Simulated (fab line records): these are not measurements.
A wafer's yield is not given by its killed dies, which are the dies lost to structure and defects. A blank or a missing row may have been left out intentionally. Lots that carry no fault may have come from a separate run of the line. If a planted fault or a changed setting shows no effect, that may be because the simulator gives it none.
What tool caused it?	flow nandHarc	6 lots, 17 wafers sampled, at 2 steps of a route of 1302

WHAT THE GAUGES READ, wafer by wafer
NHARC_A_CHANNEL_HOLE_D1_CD_MEAS_18.
lot	measured	on	cdNm (nm)
L155	day 8 16:22	cdSem-01	100.7 99.7 99.0
L157	day 9 15:08	cdSem-01	101.1 98.0 98.9
L159	day 10 12:56	cdSem-02	96.1 98.5 100.5
L165	day 13 05:27	cdSem-01	96.8 95.4
L172	day 16 01:27	cdSem-02	98.3 95.9 96.7
L176	day 17 18:23	cdSem-01	96.2 98.0 98.6

WHICH TOOL RAN EACH LOT (tool, then ch and the chambers of the sampled wafers, then the start)
lot	NHARC_A_CHANNEL_HOLE_D1_ETCH_34
L155	rieDiel-11 ch 1,2, day 8 16:22 or earlier
L157	rieDiel-13 ch 1,2, day 9 15:08 or earlier
L159	rieDiel-11 ch 0,2, day 10 12:56 or earlier
L165	rieDiel-11 ch 1,2, day 13 05:27 or earlier
L172	rieDiel-11 ch 1,2,3, day 16 01:27 or earlier
L176	rieDiel-11 ch 1,2,3, day 17 18:23 or earlier
- NHARC_A_CHANNEL_HOLE_D1_ETCH_34: etches the open film in CF4/CHF3, target depth 154 nm, time 77 s.

THE ANSWER, worked out from the rows above alone
Rule: usual is defined by the lots themselves. The widest of any qualifying gaps counts: lots, ordered by their means at a reading, are off when they make up no more than a third of the lots, leave a main group of 4 or more, and stand apart from it by 3 or more times the standard deviation of that group's means. If all means in a main group match to the digits the tables above print for the reading, that group is not used. Also off: a lot with no number at a reading for which 4 or more lots have one. The other lots that the step has rows for count as sound.
No lot is off on any of the readings shown, so nothing can be concluded from this.

WHAT WAS PUT IN BY THE SIMULATOR
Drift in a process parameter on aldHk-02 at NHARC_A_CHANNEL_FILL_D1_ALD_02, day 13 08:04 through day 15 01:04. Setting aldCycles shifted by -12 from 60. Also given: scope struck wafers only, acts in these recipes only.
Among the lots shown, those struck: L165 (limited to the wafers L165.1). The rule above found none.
